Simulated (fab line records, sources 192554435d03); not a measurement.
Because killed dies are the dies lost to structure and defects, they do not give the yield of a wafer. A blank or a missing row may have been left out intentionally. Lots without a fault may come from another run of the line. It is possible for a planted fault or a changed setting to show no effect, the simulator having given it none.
Chamber matching :: flow n5Finfet :: N5_MOL_CONTACT_COAG_ETCH_67 on rieDiel-05: 4 sister chambers
The step etches SOC in N2/H2, target depth 60 nm, overetch 21 nm, time 101.2 s. 4 wafers are shown with their chamber, then 10 later ones without.

## WAFERS WITH THEIR CHAMBER
wafer: L085.2
chamber: 2
throttleValvePct (%): 18.0

wafer: L085.6
chamber: 3
throttleValvePct (%): 18.2

wafer: L089.2
chamber: 0
throttleValvePct (%): 17.5

wafer: L089.4
chamber: 1
throttleValvePct (%): 17.2

## WAFERS WITHOUT THEIR CHAMBER
wafer: L089.5
throttleValvePct (%): 18.0

wafer: L091.3
throttleValvePct (%): 17.5

wafer: L091.4
throttleValvePct (%): 17.5

wafer: L091.6
throttleValvePct (%): 17.2

wafer: L093.1
throttleValvePct (%): 17.3

wafer: L093.2
throttleValvePct (%): 17.8

wafer: L093.4
throttleValvePct (%): 17.5

wafer: L094.1
throttleValvePct (%): 17.5

wafer: L094.2
throttleValvePct (%): 18.0

wafer: L094.3
throttleValvePct (%): 17.8

## WHICH CHAMBER EACH WENT THROUGH
wafer: L089.5
from the rows above: 2
in truth: 2

wafer: L091.3
from the rows above: 0
in truth: 0

wafer: L091.4
from the rows above: 0
in truth: 0

wafer: L091.6
from the rows above: 1
in truth: 1

wafer: L093.1
from the rows above: can't be placed: 1 or 0
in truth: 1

wafer: L093.2
from the rows above: can't be placed: 2 or 0
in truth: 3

wafer: L093.4
from the rows above: 0
in truth: 0

wafer: L094.1
from the rows above: 0
in truth: 0

wafer: L094.2
from the rows above: 2
in truth: 2

wafer: L094.3
from the rows above: can't be placed: 2 or 0
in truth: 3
Correct placement for 7 of the 10. From these rows, 3 cannot be placed; in 1 the true chamber is one of the candidates. 0 placed wrongly.
How it was worked out, from the rows above alone: a wafer's distance from a chamber is the root of the sum, over the readings, of the square of ((its reading less the chamber's mean) divided by the reading's scatter). The wafer belongs to the nearest chamber; if the next one is less than 2 further off, it can't be placed. The mean given for a chamber averages the wafers shown for that chamber. The scatter: with one shown wafer a chamber, the root of the mean of the squares of how far each hidden wafer lies from its nearest shown one.
